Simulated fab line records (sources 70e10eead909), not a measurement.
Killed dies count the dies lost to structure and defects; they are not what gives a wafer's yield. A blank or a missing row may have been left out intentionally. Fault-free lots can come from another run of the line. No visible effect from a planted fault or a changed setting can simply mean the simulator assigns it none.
The tool behind it: which one? ; flow nand harc ; 12 lots, 36 wafers sampled, at 6 steps of a route of 1159

## WHAT THE GAUGES SHOWED, per wafer
NHARC_HYBRID_BOND_INSPECT_06: inspects for defects (ir void).
lot;measured;on;raw defect count
L076;day 18 13:50;defect inspect-02;27 29 23
L079;day 18 20:04;defect inspect-02;22 29 16
L080;day 19 09:39;defect inspect-02;30 37 33
L081;day 20 01:02;defect inspect-02;37 32 28
L083;day 20 13:36;defect inspect-01;32 20 21
L085;day 21 17:17;defect inspect-01;28 20 29
L087;day 21 21:40;defect inspect-02;38 34 40
L090;day 22 16:45;defect inspect-02;35 31 31
L088;day 22 16:46;defect inspect-01;17 17 21
L092;day 23 09:16;defect inspect-01;26 29 38
L096;day 23 09:17;defect inspect-01;49 63 40
L097;day 24 09:24;defect inspect-02;38 41 46

## WHICH TOOL RAN EACH LOT (tool, then ch and the chambers of the sampled wafers, then the start)
lot;NHARC_A_CONTACT_ETCH_134;NHARC_A_M0_DEGAS_28;NHARC_A_M0_ANNEAL_30;NHARC_A_BONDPAD_CMP_29;NHARC_A_BONDPAD_PRE_CLEAN_26
L076;har cap etch-01 ch 0,1, day 17 01:58;pvd sputter-03, day 17 18:53;rtp anneal-02 ch 0, day 17 19:45;cmp-03 ch 0,1,3, day 18 01:59;pvd sputter-02, day 18 13:50 or earlier
L079;har cap etch-01 ch 0,1, day 17 14:58;pvd sputter-02, day 18 00:44;rtp anneal-01 ch 0, day 18 01:37;cmp-01 ch 0,1, day 18 07:55;pvd sputter-02, day 18 20:04 or earlier
L080;har cap etch-01 ch 0,1, day 17 22:19;pvd sputter-03, day 18 11:44;rtp anneal-01 ch 0, day 18 12:28;cmp-01 ch 0,2,3, day 18 18:47;pvd sputter-02, day 19 09:39 or earlier
L081;har cap etch-01 ch 0,1, day 18 13:11;pvd sputter-01, day 19 02:02;rtp anneal-01 ch 0, day 19 02:47;cmp-04 ch 1,2, day 19 08:57;pvd sputter-02, day 20 01:02 or earlier
L083;har cap etch-02 ch 0,1, day 19 02:20;pvd sputter-01, day 19 16:46;rtp anneal-02 ch 0, day 19 18:17;cmp-04 ch 0,2,3, day 20 00:49;pvd sputter-02, day 20 13:36 or earlier
L085;har cap etch-02 ch 0,1, day 20 05:17;pvd sputter-03, day 20 17:00;rtp anneal-02 ch 0, day 20 17:44;cmp-03 ch 0,2,3, day 21 00:34;pvd sputter-03, day 21 17:17 or earlier
L087;har cap etch-03 ch 0,1, day 20 12:31;pvd sputter-01, day 21 01:09;rtp anneal-02 ch 0, day 21 01:57;cmp-04 ch 0,1,2, day 21 08:07;pvd sputter-01, day 21 21:40 or earlier
L090;har cap etch-02 ch 0,1, day 21 02:28;pvd sputter-01, day 21 16:16;rtp anneal-02 ch 0, day 21 17:01;cmp-01 ch 0,1, day 21 23:29;pvd sputter-03, day 22 16:45 or earlier
L088;har cap etch-03 ch 0,1, day 21 09:28;pvd sputter-02, day 21 19:37;rtp anneal-01 ch 0, day 21 20:34;cmp-01 ch 0,3, day 22 03:32;pvd sputter-01, day 22 16:46 or earlier
L092;har cap etch-03 ch 0,1, day 21 16:38;pvd sputter-03, day 22 11:49;rtp anneal-02 ch 0, day 22 12:45;cmp-03 ch 1,3, day 22 19:43;pvd sputter-02, day 23 09:16 or earlier
L096;har cap etch-03 ch 0,1, day 21 19:41;pvd sputter-03, day 22 12:24;rtp anneal-01 ch 0, day 22 13:17;cmp-01 ch 0,2,3, day 22 20:05;pvd sputter-03, day 23 09:17 or earlier
L097;har cap etch-01 ch 0, day 22 21:20;pvd sputter-03, day 23 15:02;rtp anneal-01 ch 0, day 23 15:49;cmp-01 ch 0,3, day 23 21:59;pvd sputter-03, day 24 09:24 or earlier
- NHARC_A_CONTACT_ETCH_134: etches the open film in C4F8/O2/Ar, time 140 s, target depth 700 nm.
- NHARC_A_M0_DEGAS_28: time 60 s.
- NHARC_A_M0_ANNEAL_30: time 90 s.
- NHARC_A_BONDPAD_CMP_29: polishes SiCN, target thk 200 nm.
- NHARC_A_BONDPAD_PRE_CLEAN_26: time 30 s.

## THE ANSWER, worked out from the rows above alone
Rule: the lots themselves supply what counts as usual. Put in order of their means at a reading, lots are off if they are a third of the lots or fewer, leave a main group of 4 or more, and stand apart from it by a gap of 3 or more times the standard deviation of the main group's means; of several such gaps the widest counts. A main group whose means are all the same, to the digits that the tables above print for the reading, isn't used. Also off: a lot with no number at a reading for which 4 or more lots have one. Any other lot the step has rows for is counted as sound.
No lot is off on any of the readings shown, so nothing can be concluded from this.

## WHAT THE SIMULATOR HAD INSERTED
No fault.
